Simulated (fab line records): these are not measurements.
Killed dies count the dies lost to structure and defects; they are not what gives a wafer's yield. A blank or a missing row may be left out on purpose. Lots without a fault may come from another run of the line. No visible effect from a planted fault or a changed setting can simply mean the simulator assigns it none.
fab line records    flow nandHarc
[record] lots = 14  wafers = 42  lastDay = 33
route steps=1302 shown A_STAIRCASE@796 THIN_TSV@1271 END@1302
lots with no fault: from the same line, run without faults
startH: hours from the record's first day to the start of the lot's first wafer shown    waitH: hours elapsed since this lot's preceding step    " identical to the entry in the row above    L1.1+2: a row that stands for several wafers    - no value, or no start given    * or withheld: withheld    < > ~ a bound
route shown NAME@n: a module of which the file shows steps, and the number in the route of the first    usual: the fault-free wafers' mean and standard deviation    same: alike in all rows    chamber/n: place in a boat    sites: each site's reading    _std_site: the standard deviation of these    _edge_site: outer sites' mean less inner sites'    radiusMm: for every site, how far away it sits from the centre of the wafer    mask NAME#n: copy n    behind: the tool/chamber that last shaped the wafer    hold: the reason the lot was held/the length of the hold in hours/how it ended    device: the n, p or np transistor that did not switch    end of line: at the end of the route, the tests of the same wafers    for a step that has no rows: nothing shown but its recipe    killed: not the wafer's yield, but the dies lost to structure and defects at the first sort    map: dies across one wafer; x = killed, . = not, _ = none there
set.NAME: the setting the step ran with; set.NAME@STEP: the setting that earlier step ran with    model.NAME: the simulator's own value behind a step, which no gauge read
route steps across a sampled set of lots; one table per step, one row per wafer
services: the hour from which a tool's chamber was out of use, counted from the record's first day as startH (under 0 if before that day), plus the number of hours and why
[[steps]]
[step NHARC_A_STAIRCASE_DEP_280]
[recipe] targetThkA = 300  targetThkNm = 30  tempC = 400  pressureTorr = 3.5  flowSccm = 200  rfW = 350  material = SiON
[usual] chamberPressureTorr = 3.499/0.0077  heaterPowerW = 750/97
lot.wafer  tool      chamber  startH  waitH  chamberPressureTorr  heaterPowerW
L402.1     pecvd-04  0        385.15  1.6    3.488                823
L402.2     "         2        "       "      3.514                883
L402.3     "         2        "       "      3.516                893
L404.2     pecvd-03  0        393.45  1.2    3.490                952
L404.3     "         1        "       "      3.487                677
L404.6     "         2        "       "      3.500                726
L403.2     pecvd-04  1        394.09  1.2    3.494                733
L403.4     "         1        "       "      3.497                726
L403.6     "         0        "       "      3.492                792
L407.1     pecvd-03  2        422.82  1.6    3.509                721
L407.5     "         0        "       "      3.504                926
L407.4     "         2        "       "      3.503                709
L408.3     pecvd-02  0        424.45  1.1    3.516                789
L408.5     "         0        "       "      3.484                787
L408.4     "         1        "       "      3.503                611
L409.2     pecvd-03  0        445.48  1.2    3.496                827
L409.3     "         1        "       "      3.507                649
L409.5     "         0        "       "      3.504                813
L414.5     pecvd-04  2        498.10  0.4    3.497                781
L414.4     "         0        "       "      3.498                796
L414.6     "         1        "       "      3.510                663
L416.2     pecvd-03  2        516.20  1.3    3.506                734
L416.5     "         1        "       "      3.495                700
L416.4     "         2        "       "      3.509                745
L417.3     pecvd-04  0        517.75  0.9    3.487                829
L417.1     "         1        "       "      3.480                748
L417.6     "         1        "       "      3.496                715
L419.3     pecvd-02  0        547.44  1.0    3.491                707
L419.2     "         1        "       "      3.491                613
L419.5     "         0        "       "      3.485                717
L422.2     pecvd-02  2        573.44  1.3    3.503                709
L422.4     "         1        "       "      3.494                658
L422.6     "         2        "       "      3.503                721
L421.1     pecvd-04  0        574.23  1.6    3.506                746
L421.3     "         2        "       "      3.489                887
L421.5     "         0        "       "      3.504                777
L423.2     pecvd-03  2        591.88  1.3    3.501                682
L423.4     "         1        "       "      3.498                599
L423.5     "         2        "       "      3.507                696
L424.6     pecvd-03  0        598.82  0.1    3.510                943
L424.4     "         1        "       "      3.494                606
L424.5     "         2        "       "      3.503                647
[step NHARC_THIN_TSV_PRE_CLEAN_50]
[recipe] timeS = 30  tempC = 280  gas = H2/He
[usual] heaterPowerW = 407/32
lot.wafer  tool           chamber  startH  waitH  heaterPowerW
L404.2     pvdSputter-03  -        -       -      373
L404.3     "              -        "       "      444
L404.6     "              -        "       "      436
L402.1     pvdSputter-01  -        -       -      365
L402.3     "              -        "       "      426
L402.2     "              -        "       "      391
L403.2     pvdSputter-03  -        -       -      439
L403.4     "              -        "       "      443
L403.6     "              -        "       "      460
L408.3     pvdSputter-01  -        -       -      398
L408.4     "              -        "       "      347
L408.5     "              -        "       "      376
L407.4     pvdSputter-02  -        -       -      419
L407.1     "              -        "       "      355
L407.5     "              -        "       "      420
L409.3     pvdSputter-01  -        -       -      392
L409.2     "              -        "       "      410
L409.5     "              -        "       "      379
L414.4     pvdSputter-01  -        -       -      396
L414.6     "              -        "       "      403
L414.5     "              -        "       "      383
L416.2     pvdSputter-02  -        -       -      414
L416.4     "              -        "       "      349
L416.5     "              -        "       "      434
L417.1     pvdSputter-02  -        -       -      352
L417.3     "              -        "       "      411
L417.6     "              -        "       "      348
L419.2     pvdSputter-02  -        -       -      422
L419.3     "              -        "       "      354
L419.5     "              -        "       "      430
L422.2     pvdSputter-03  -        -       -      422
L422.4     "              -        "       "      428
L422.6     "              -        "       "      419
L421.3     pvdSputter-02  -        -       -      430
L421.1     "              -        "       "      426
L421.5     "              -        "       "      350
L423.4     pvdSputter-03  -        -       -      416
L423.2     "              -        "       "      426
L423.5     "              -        "       "      423
L424.4     pvdSputter-03  -        -       -      426
L424.6     "              -        "       "      379
L424.5     "              -        "       "      433
[step NHARC_THIN_TSV_DEGAS_53]
[recipe] tempC = 300  timeS = 60
[usual] heaterPowerW = 457/36
lot.wafer  tool           chamber  startH  waitH  heaterPowerW
L404.3     pvdSputter-01  -        556.96  0.1    405
L404.2     "              -        "       "      439
L404.6     "              -        "       "      403
L402.2     pvdSputter-03  -        563.73  0.1    504
L402.3     "              -        "       "      509
L402.1     "              -        "       "      425
L403.2     pvdSputter-01  -        564.79  0.1    437
L403.4     "              -        "       "      470
L403.6     "              -        "       "      406
L408.3     pvdSputter-03  -        594.44  0.1    511
L408.4     "              -        "       "      416
L408.5     "              -        "       "      497
L407.1     pvdSputter-02  -        595.77  0.1    401
L407.4     "              -        "       "      477
L407.5     "              -        "       "      390
L409.2     pvdSputter-02  -        612.22  0.1    478
L409.3     "              -        "       "      481
L409.5     "              -        "       "      481
L414.4     pvdSputter-03  -        663.57  0.1    416
L414.5     "              -        "       "      509
L414.6     "              -        "       "      422
L416.2     pvdSputter-01  -        684.81  0.1    453
L416.4     "              -        "       "      393
L416.5     "              -        "       "      443
L417.1     pvdSputter-02  -        686.48  0.1    489
L417.3     "              -        "       "      475
L417.6     "              -        "       "      484
L419.2     pvdSputter-02  -        734.07  0.1    481
L419.3     "              -        "       "      474
L419.5     "              -        "       "      496
L422.4     pvdSputter-01  -        736.00  0.1    454
L422.2     "              -        "       "      455
L422.6     "              -        "       "      429
L421.1     pvdSputter-03  -        737.05  0.1    483
L421.3     "              -        "       "      484
L421.5     "              -        "       "      426
L423.2     pvdSputter-03  -        761.87  0.1    496
L423.4     "              -        "       "      482
L423.5     "              -        "       "      485
L424.4     pvdSputter-03  -        767.38  0.1    494
L424.6     "              -        "       "      483
L424.5     "              -        "       "      473
[step NHARC_THIN_TSV_ETCH_36]
[recipe] targetDepthA = 650  overEtchFrac = 0.3  timeS = 18.571  ionEnergyEv = 150  chemistry = Cl2/BCl3
[usual] drypumpMotorCurrentA = 5.38/0.28  oesProductAu = 1.004/0.013
lot.wafer  tool         chamber  startH  waitH  drypumpMotorCurrentA  oesProductAu  rfHoursCounterH
L404.2     rieMetal-01  0        558.64  0.2    5.31                  1.004         2.8
L404.3     "            1        "       "      5.04                  1.003         -
L404.6     "            0        "       "      5.31                  1.002         -
L402.2     rieMetal-02  1        565.38  0.3    5.30                  1.012         2.0
L402.1     "            0        "       "      5.79                  1.010         2.0
L402.3     "            1        "       "      5.28                  1.012         -
L403.2     rieMetal-03  0        566.48  0.2    5.35                  1.009         0.8
L403.4     "            0        "       "      5.36                  1.008         -
L403.6     "            0        "       "      5.34                  1.014         -
L408.3     rieMetal-01  1        596.02  0.1    5.09                  1.000         -
L408.4     "            0        "       "      5.31                  0.999         -
L408.5     "            0        "       "      5.31                  1.004         -
L407.1     rieMetal-03  1        597.34  0.2    5.82                  0.976         1.5
L407.4     "            0        "       "      5.34                  1.008         -
L407.5     "            0        "       "      5.37                  1.018         -
L409.2     rieMetal-01  0        613.91  0.2    5.32                  1.012         0.9
L409.3     "            1        "       "      5.07                  1.003         -
L409.5     "            1        "       "      5.06                  1.004         -
L414.4     rieMetal-02  0        665.18  0.2    5.77                  1.024         -
L414.6     "            1        "       "      5.31                  1.006         -
L414.5     "            0        "       "      5.81                  1.026         -
L416.2     rieMetal-02  0        686.37  0.2    5.79                  1.016         1.5
L416.4     "            0        "       "      5.79                  1.017         -
L416.5     "            0        "       "      5.77                  1.030         -
L417.1     rieMetal-01  0        688.18  0.2    5.30                  0.995         1.9
L417.3     "            0        "       "      5.30                  1.011         -
L417.6     "            1        "       "      5.06                  0.984         -
L419.2     rieMetal-01  0        735.75  0.2    5.30                  1.006         2.4
L419.3     "            0        "       "      5.29                  0.997         -
L419.5     "            0        "       "      5.31                  1.001         -
L422.2     rieMetal-02  0        737.67  0.2    5.80                  1.017         2.2
L422.4     "            1        "       "      5.28                  1.014         -
L422.6     "            0        "       "      5.80                  1.017         -
L421.1     rieMetal-01  0        738.74  0.2    5.30                  0.987         2.6
L421.3     "            1        "       "      5.08                  0.992         -
L421.5     "            0        "       "      5.32                  0.988         -
L423.2     rieMetal-03  0        763.56  0.2    5.36                  1.021         0.9
L423.4     "            1        "       "      5.85                  1.002         -
L423.5     "            0        "       "      5.34                  1.017         -
L424.4     rieMetal-01  1        769.07  0.1    5.00                  0.983         -
L424.6     "            1        "       "      5.03                  0.978         -
L424.5     "            0        "       "      5.29                  1.000         -
[step NHARC_END_SORT_01]
[recipe] tempC = 25
[usual] killedAtArray = 55/23  killedAtOther = 1.0/1.2  killedAtPeriphery = 3.2/2.7  killedDies = 59/23  killedOpen = 3.1/1.6  killedShort = 2.2/1.5
[same] grossDies = 677
lot.wafer  tool       chamber  startH  waitH  killedAtArray  killedAtOther  killedAtPeriphery  killedDies  killedOpen  killedShort
L407.1     prober-02  0        604.53  2.5    146            1              0                  147         2           2
L407.4     prober-02  0        606.94  3.4    142            0              1                  143         3           2
L407.5     prober-02  0        607.75  3.7    153            0              3                  156         2           1
L409.2     prober-01  0        624.69  2.8    144            0              4                  148         2           4
L409.3     prober-01  0        625.49  3.1    99             1              2                  102         3           3
L409.5     prober-01  0        627.10  3.7    129            0              4                  133         3           2
// killed by level:class
L407.1 A_STAIRCASE:unspecified=102 A_SLIT:chamberFilmFlake=24 A_CHANNEL_HOLE_D2:chamberFilmFlake=10 A_CHANNEL_HOLE_D1:chamberFilmFlake=3 A_M1:chamberFilmFlake=2 A_SOURCE_PLATE:geometricParticle:short=1 A_CHANNEL_HOLE_D1:geometricParticle:short=1 A_WL_FILL:geometricParticle:open=1
L407.4 A_STAIRCASE:unspecified=98 A_SLIT:chamberFilmFlake=22 A_CHANNEL_HOLE_D1:chamberFilmFlake=6 A_CHANNEL_HOLE_D2:chamberFilmFlake=5 A_CONTACT:chamberFilmFlake=3 A_CHANNEL_FILL_D2:geometricParticle:open=2 A_STAIRCASE:chamberFilmFlake=2 P_CONTACT:geometricParticle:open=1
L407.5 A_STAIRCASE:unspecified=107 A_SLIT:chamberFilmFlake=27 A_CHANNEL_HOLE_D2:chamberFilmFlake=11 A_CONTACT:chamberFilmFlake=3 P_ZERO_WELL:chamberFilmFlake=2 A_CHANNEL_HOLE_D1:chamberFilmFlake=2 P_M2:geometricParticle:open=1 A_SOURCE_PLATE:geometricParticle:open=1
L409.2 A_STAIRCASE:unspecified=106 A_CHANNEL_HOLE_D2:chamberFilmFlake=18 A_WL_FILL:chamberFilmFlake=6 A_CHANNEL_FILL_D1:chamberFilmFlake=3 P_STI:chamberFilmFlake=2 A_STAIRCASE:chamberFilmFlake=2 P_CONTACT:geometricParticle:open=1 A_DECK1_JOINT:geometricParticle:short=1
L409.3 A_STAIRCASE:unspecified=67 A_CHANNEL_HOLE_D2:chamberFilmFlake=9 A_CHANNEL_HOLE_D1:chamberFilmFlake=5 A_WL_FILL:chamberFilmFlake=4 A_CONTACT:chamberFilmFlake=3 P_STI:chamberFilmFlake=2 A_DECK1_JOINT:chamberFilmFlake=2 A_SOURCE_PLATE:geometricParticle:short=1
L409.5 A_STAIRCASE:unspecified=102 A_CHANNEL_HOLE_D2:chamberFilmFlake=8 A_CHANNEL_HOLE_D1:chamberFilmFlake=6 A_CONTACT:chamberFilmFlake=4 A_WL_FILL:chamberFilmFlake=3 P_STI:chamberFilmFlake=2 P_GATE:geometricParticle:open=1 P_M2:geometricParticle:short=1
[[services]]
tool           chamber  startH  hours  kind
pecvd-03       -        366.14  13.0   pm
pecvd-04       1        381.53  7.2    repair
rieMetal-01    -        398.00  9.0    pm
pvdSputter-01  -        404.00  10.0   pm
pvdSputter-03  -        426.97  1.7    repair
pecvd-04       -        431.79  0.4    repair
pvdSputter-01  -        432.81  6.9    repair
pecvd-04       -        450.26  13.0   pm
pvdSputter-02  -        460.03  10.0   pm
rieMetal-01    0        513.42  3.1    repair
pvdSputter-03  -        526.00  10.0   pm
pvdSputter-01  -        533.44  1.6    repair
pecvd-03       -        547.16  13.0   pm
rieMetal-01    -        575.00  9.0    pm
pecvd-03       -        579.43  0.7    repair
pvdSputter-01  -        582.00  10.0   pm
pvdSputter-02  -        638.03  10.0   pm
pvdSputter-03  -        704.00  10.0   pm
pvdSputter-01  -        724.19  2.4    repair
pecvd-03       -        728.16  13.0   pm
pecvd-03       -        744.56  4.1    repair
rieMetal-01    -        752.00  9.0    pm
pvdSputter-02  -        755.35  3.4    repair
pvdSputter-01  -        760.00  10.0   pm
[[key]]
[firstSign] step = NHARC_END_SORT_01  reading = killedAtArray  direction = up  sigmas = 3.5  usual = 55  struck = 136
[effect] step = NHARC_END_SORT_01  reading = killedDies  direction = up  sigmas = 3.5  usual = 59  struck = 138
[moreKillsBornAt] NHARC_A_STAIRCASE_DEP_280@pecvd-03 = 582
metAt NHARC_A_STAIRCASE_DEP_280
struckLots L407,L409
testerLeftOut L407,L409
notActingAt NHARC_THIN_TSV_PRE_CLEAN_50,NHARC_THIN_TSV_DEGAS_53,NHARC_THIN_TSV_ETCH_36
onsetBetween 393.45 422.82
[fault] kind = chamberParticleSource  tool = pecvd-03  chamber = -  onsetH = 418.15  steps = NHARC_A_STAIRCASE_DEP_280  ratePerVisitCm2 = 1.9562  endH = 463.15
// testerLeftOut: of these lots the tester's yield and bins aren't shown, on N5 and GAA mostly nor the transistor test; their killed dies are dies lost to structure and defects alone, not to doping, threshold or leakage, so they don't give the yield
